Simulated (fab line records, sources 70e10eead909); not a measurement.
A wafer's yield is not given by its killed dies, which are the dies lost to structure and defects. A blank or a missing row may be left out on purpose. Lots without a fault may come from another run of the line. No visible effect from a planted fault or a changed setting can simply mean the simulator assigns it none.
What tool caused it? | flow nand-harc | 12 lots with 36 wafers sampled at 5 steps, on a route of 1302 steps

WHAT THE GAUGES READ, wafer by wafer
NHARC_END_SORT_01. Usual: value, then standard deviation, for each; defect-limited-yield 91 % / 3.2; killed-at-array 53 / 21; killed-at-other 1.1 / 1.5; killed-at-periphery 3.9 / 2.7; killed-dies 58 / 21; killed-open 3.4 / 1.9; killed-short 2.3 / 1.5.
lot  | measured     | on        | defect-limited-yield (%) | killed-at-array | killed-at-other | killed-at-periphery | killed-dies | killed-open | killed-short | flag
L284 | day 23 19:09 | prober-02 | 94 91 92                 | 39 55 57        | 2 2 0           | 2 2 0               | 43 59 57    | 4 4 5       | 2 3 2        |
L286 | day 25 04:52 | prober-02 | 90 88 90                 | 59 66 64        | 1 4 3           | 7 8 4               | 67 78 71    | 1 2 2       | 2 2 6        |
L297 | day 29 15:57 | prober-02 | 87 91 90                 | 81 55 63        | 0 0 2           | 5 5 2               | 86 60 67    | 3 3 6       | 2 4 5        |
L298 | day 30 08:26 | prober-02 | 90 91 91                 | 66 52 58        | 0 0 0           | 2 7 3               | 68 59 61    | 0 8 4       | 2 1 6        |
L301 | day 31 13:11 | prober-02 | 95 95 95                 | 33 32 31        | 2 0 1           | 0 0 0               | 35 32 32    | 4 3 3       | 1 2 4        |
L305 | day 33 07:00 | prober-02 | 96 98 97                 | 22 9 19         | 0 0 0           | 3 2 4               | 25 11 23    | 6 2 9       | 3 4 1        |

WHAT TOOL EACH LOT RAN ON (gives the tool, then ch and the chambers of the sampled wafers, and finally the start)
lot  | NHARC_A_M1_CMP_23             | NHARC_A_BONDPAD_CMP_29        | NHARC_A_BONDPAD_DESCUM_11          | NHARC_A_BONDPAD_STRIP_15
L284 | cmp-02 ch 1,2, day 22 08:37   | cmp-02 ch 1,2, day 22 10:11   | rie-diel-07 ch 1,2, day 22 11:14   | rie-diel-06 ch 1,2,3, day 22 11:37
L286 | cmp-02 ch 0,1,3, day 23 20:17 | cmp-04 ch 2,3, day 23 21:52   | rie-diel-06 ch 1,2,3, day 23 22:53 | rie-diel-07 ch 0,1, day 23 23:16
L285 | cmp-02 ch 1,2,3, day 23 22:13 | cmp-04 ch 0,2, day 24 00:03   | rie-diel-06 ch 1,2,3, day 24 01:04 | rie-diel-06 ch 1,3, day 24 01:28
L288 | cmp-02 ch 1,3, day 24 09:47   | cmp-02 ch 0,3, day 24 11:22   | rie-diel-07 ch 0,1, day 24 12:25   | rie-diel-06 ch 0,1, day 24 12:48
L289 | cmp-03 ch 1,2,3, day 25 02:20 | cmp-02 ch 0,1,2, day 25 03:53 | rie-diel-06 ch 0,1,3, day 25 04:46 | rie-diel-06 ch 0,2,3, day 25 05:10
L297 | cmp-02 ch 0,3, day 28 07:03   | cmp-04 ch 0,1, day 28 08:44   | rie-diel-06 ch 1,2, day 28 09:37   | rie-diel-07 ch 0,1,2, day 28 10:02
L298 | cmp-01 ch 0,1,3, day 28 19:11 | cmp-03 ch 1,2, day 28 20:56   | rie-diel-07 ch 0,1, day 28 22:01   | rie-diel-06 ch 0,1,3, day 28 22:25
L299 | cmp-02 ch 0,1,2, day 29 02:56 | cmp-02 ch 1,2, day 29 04:31   | rie-diel-06 ch 0,2, day 29 05:25   | rie-diel-06 ch 0,3, day 29 05:48
L301 | cmp-02 ch 1,3, day 30 04:11   | cmp-02 ch 0,2, day 30 06:04   | rie-diel-06 ch 2,3, day 30 07:04   | rie-diel-06 ch 1,2, day 30 07:28
L303 | cmp-01 ch 0,1,2, day 31 03:37 | cmp-04 ch 1,2,3, day 31 05:12 | rie-diel-07 ch 1,2,3, day 31 06:06 | rie-diel-06 ch 0,2,3, day 31 06:29
L305 | cmp-02 ch 0,1,3, day 31 16:10 | cmp-03 ch 0,1,2, day 31 17:45 | rie-diel-06 ch 1,2,3, day 31 18:39 | rie-diel-07 ch 1,2,3, day 31 19:02
L307 | cmp-02 ch 0,1,2, day 33 09:14 | cmp-04 ch 0,2,3, day 33 10:55 | rie-diel-06 ch 0,2,3, day 33 11:51 | rie-diel-06 ch 1,2,3, day 33 12:14
- NHARC_A_M1_CMP_23: polishes, t overpolish 20 s, target thk 154.34 nm.
- NHARC_A_BONDPAD_CMP_29: polishes SiCN, target thk 200 nm.
- NHARC_A_BONDPAD_DESCUM_11: chemistry O2, time 3 s.
- NHARC_A_BONDPAD_STRIP_15: strips in O2.

WHAT THE TOOLS THEMSELVES READ (means of the sampled wafers that have a number; where no wafer has one, the mark that the record gives instead)
NHARC_A_M1_CMP_23. Usual: motor-current-A 12.4 A, standard deviation 0.74; slurry-flow-ml-min 150.0, standard deviation 0.5; time-to-endpoint-s 29.1 s, standard deviation 2.5.
lot  | tool   | motor-current-A (A) | slurry-flow-ml-min | time-to-endpoint-s (s) | flag
L284 | cmp-02 | 12.9                | 150.0              | 30.6                   |
L286 | cmp-02 | 12.6                | 150.8              | 29.8                   |
L285 | cmp-02 | 12.5                | 149.9              | 31.8                   |
L288 | cmp-02 | 12.0                | 149.9              | 30.1                   |
L289 | cmp-03 | 11.9                | 149.9              | 26.7                   |
L297 | cmp-02 | 12.7                | 150.0              | 26.0                   |
L298 | cmp-01 | 12.6                | 150.1              | 27.4                   |
L299 | cmp-02 | 12.3                | 149.5              | 29.9                   |
L301 | cmp-02 | 12.6                | 150.0              | 25.8                   |
L303 | cmp-01 | 12.4                | 149.7              | 31.5                   |
L305 | cmp-02 | 12.9                | 150.2              | 31.4                   |
L307 | cmp-02 | 12.9                | 149.0              | 30.2                   |

NHARC_A_BONDPAD_CMP_29. Usual: motor-current-A 12.2 A, standard deviation 0.86; slurry-flow-ml-min 150.0, standard deviation 0.5.
lot  | tool   | motor-current-A (A) | slurry-flow-ml-min | flag
L284 | cmp-02 | 12.5                | 150.2              |
L286 | cmp-04 | 11.7                | 150.2              |
L285 | cmp-04 | 11.6                | 150.1              |
L288 | cmp-02 | 12.0                | 149.7              |
L289 | cmp-02 | 12.9                | 150.2              |
L297 | cmp-04 | 11.4                | 150.8              |
L298 | cmp-03 | 12.1                | 150.2              |
L299 | cmp-02 | 12.9                | 150.6              |
L301 | cmp-02 | 12.5                | 149.6              |
L303 | cmp-04 | 11.4                | 150.5              |
L305 | cmp-03 | 12.4                | 149.9              |
L307 | cmp-04 | 11.5                | 149.7              |

NHARC_A_BONDPAD_DESCUM_11. Usual: drypump-motor-current-A 5.6 A, standard deviation 0.48; oes-product-au 0.998 a.u., standard deviation 0.0095; rf-vpp-V 57.8 V, standard deviation 0.99; showerhead-plenum-p-Torr 1.91 Torr, standard deviation 0.1; throttle-valve-pct 11.312 %, standard deviation 0.0089.
lot  | tool        | drypump-motor-current-A (A) | oes-product-au (a.u.) | rf-vpp-V (V) | showerhead-plenum-p-Torr (Torr) | throttle-valve-pct (%) | flag
L284 | rie-diel-07 | 5.6                         | 1.000                 | 57.5         | 1.81                            | 11.308                 |
L286 | rie-diel-06 | 5.5                         | 0.984                 | 58.2         | 1.94                            | 11.310                 |
L285 | rie-diel-06 | 5.5                         | 1.000                 | 57.8         | 1.94                            | 11.309                 |
L288 | rie-diel-07 | 5.8                         | 1.001                 | 57.8         | 1.94                            | 11.305                 |
L289 | rie-diel-06 | 5.5                         | 0.999                 | 57.3         | 1.86                            | 11.322                 |
L297 | rie-diel-06 | 5.0                         | 0.999                 | 57.6         | 1.95                            | 11.322                 |
L298 | rie-diel-07 | 5.8                         | 1.010                 | 58.2         | 1.93                            | 11.306                 |
L299 | rie-diel-06 | 5.6                         | 0.989                 | 57.9         | 1.94                            | 11.314                 |
L301 | rie-diel-06 | 6.1                         | 0.992                 | 58.5         | 1.93                            | 11.319                 |
L303 | rie-diel-07 | 5.6                         | 1.008                 | 58.1         | 1.89                            | 11.297                 |
L305 | rie-diel-06 | 5.5                         | 0.998                 | 58.0         | 1.94                            | 11.312                 |
L307 | rie-diel-06 | 5.8                         | 1.000                 | 57.1         | 1.90                            | 11.310                 |

NHARC_A_BONDPAD_STRIP_15. Usual: chamber-pressure-mTorr 60.00 mTorr, standard deviation 0.053; drypump-motor-current-A 5.6 A, standard deviation 0.48; oes-product-au 0.997 a.u., standard deviation 0.0099; rf-vpp-V 57.8 V, standard deviation 0.91; showerhead-plenum-p-Torr 3.52 Torr, standard deviation 0.17; throttle-valve-pct 17.037 %, standard deviation 0.0095.
lot  | tool        | chamber-pressure-mTorr (mTorr) | drypump-motor-current-A (A) | oes-product-au (a.u.) | rf-vpp-V (V) | showerhead-plenum-p-Torr (Torr) | throttle-valve-pct (%) | flag
L284 | rie-diel-06 | 60.00                          | 5.5                         | 1.006                 | 57.8         | 3.58                            | 17.035                 |
L286 | rie-diel-07 | 60.03                          | 5.8                         | 0.995                 | 58.0         | 3.44                            | 17.037                 |
L285 | rie-diel-06 | 59.94                          | 5.7                         | 0.988                 | 58.0         | 3.50                            | 17.037                 |
L288 | rie-diel-06 | 55.42                          | 5.3                         | 1.003                 | 57.0         | 3.38                            | 17.049                 | OFF
L289 | rie-diel-06 | 55.42                          | 5.8                         | 1.001                 | 57.7         | 3.50                            | 17.036                 | OFF
L297 | rie-diel-07 | 60.05                          | 5.6                         | 1.004                 | 57.9         | 3.47                            | 17.032                 |
L298 | rie-diel-06 | 59.96                          | 5.5                         | 0.991                 | 58.3         | 3.44                            | 17.039                 |
L299 | rie-diel-06 | 60.00                          | 5.8                         | 0.988                 | 59.1         | 3.36                            | 17.046                 |
L301 | rie-diel-06 | 60.02                          | 5.0                         | 0.991                 | 57.7         | 3.59                            | 17.030                 |
L303 | rie-diel-06 | 60.05                          | 5.8                         | 0.986                 | 57.2         | 3.50                            | 17.035                 |
L305 | rie-diel-07 | 60.01                          | 5.6                         | 1.003                 | 57.2         | 3.49                            | 17.034                 |
L307 | rie-diel-06 | 59.99                          | 5.5                         | 0.993                 | 58.0         | 3.58                            | 17.046                 |

THE ANSWER, worked out from the rows above alone
Rule: lot off if the mean of its wafers having a number is beyond 3 standard deviations from the usual mean. A lot without any number at a reading at which 4 lots or more have one is off too. Any other lot the step has rows for is counted as sound. Order of review: gauges by route order, followed by the tools' own readings, for which a lot's mean as printed above is used. At the first step where some lot is off, the reading lying furthest off is the one used; lots without a number count as furthest.
Off: L288, L289 (NHARC_A_BONDPAD_STRIP_15, chamber-pressure-mTorr).
If a tool, at that step or one of the process steps before it, ran each lot that is off and ran no sound lot following the first of them, it fits. None of those tried fits.

WHAT WAS PUT IN BY THE SIMULATOR
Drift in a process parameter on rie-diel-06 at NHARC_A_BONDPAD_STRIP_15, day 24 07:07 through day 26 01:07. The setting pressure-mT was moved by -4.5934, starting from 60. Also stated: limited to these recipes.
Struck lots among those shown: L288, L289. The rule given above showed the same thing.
